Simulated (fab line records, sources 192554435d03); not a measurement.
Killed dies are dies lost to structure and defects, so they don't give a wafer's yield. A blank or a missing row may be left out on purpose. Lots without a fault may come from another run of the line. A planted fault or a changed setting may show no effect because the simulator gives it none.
Which tool did it? | flow n5_finfet | 12 lots, 36 wafers sampled, at 2 steps of a route of 1938

WHAT THE GAUGES READ, wafer by wafer
N5_BEOL_M9_INSPECT_58: inspects for defects (darkfield).
lot  | measured     | on                | raw_defect_count
L075 | day 10 06:01 | defect_inspect-02 | 58 43 80
L078 | day 10 15:34 | defect_inspect-01 | 47 51 65
L079 | day 11 00:55 | defect_inspect-01 | 67 79 59
L080 | day 11 08:46 | defect_inspect-01 | 72 137 76
L082 | day 12 02:07 | defect_inspect-01 | 56 84 35
L085 | day 12 10:33 | defect_inspect-01 | 72 71 83
L087 | day 12 20:13 | defect_inspect-01 | 46 40 30
L090 | day 13 18:28 | defect_inspect-01 | 66 41 56
L091 | day 14 16:34 | defect_inspect-02 | 63 71 63
L094 | day 14 21:14 | defect_inspect-02 | 41 75 38
L092 | day 15 01:01 | defect_inspect-02 | 68 89 118
L097 | day 16 02:05 | defect_inspect-01 | 59 40 99

WHICH TOOL RAN EACH LOT (tool, then ch and the chambers of the sampled wafers, then the start)
lot  | N5_BEOL_M9_DEP_56
L075 | pecvd-01 ch 0,1, day 10 05:55
L078 | pecvd-01 ch 0,1,2, day 10 15:28
L079 | pecvd-03 ch 0,1,2, day 11 00:50
L080 | pecvd-02 ch 0,1,2, day 11 08:40
L082 | pecvd-03 ch 0,2, day 12 02:00
L085 | pecvd-01 ch 0,2, day 12 10:27
L087 | pecvd-01 ch 0,2, day 12 20:00
L090 | pecvd-02 ch 1,2, day 13 18:22
L091 | pecvd-01 ch 0,1, day 14 16:28
L094 | pecvd-03 ch 0,2, day 14 21:06
L092 | pecvd-01 ch 0,2, day 15 00:50
L097 | pecvd-01 ch 0,1,2, day 16 01:59
- N5_BEOL_M9_DEP_56: deposits SiCN from 3MS/NH3, target thk 15 nm, time 26.5 s.

THE ANSWER, worked out from the rows above alone
Rule: what is usual is taken from the lots themselves. Put in order of their means at a reading, lots are off if they are a third of the lots or fewer, leave a main group of 4 or more, and stand apart from it by a gap of 3 or more times the standard deviation of the main group's means; of several such gaps the widest counts. A main group whose means are all the same, to the digits that the tables above print for the reading, isn't used. A lot without any number at a reading at which 4 lots or more have one is off too. The other lots that the step has rows for count as sound.
No lot is off at any reading shown: from this, nothing can be told.

WHAT THE SIMULATOR HAD PUT IN
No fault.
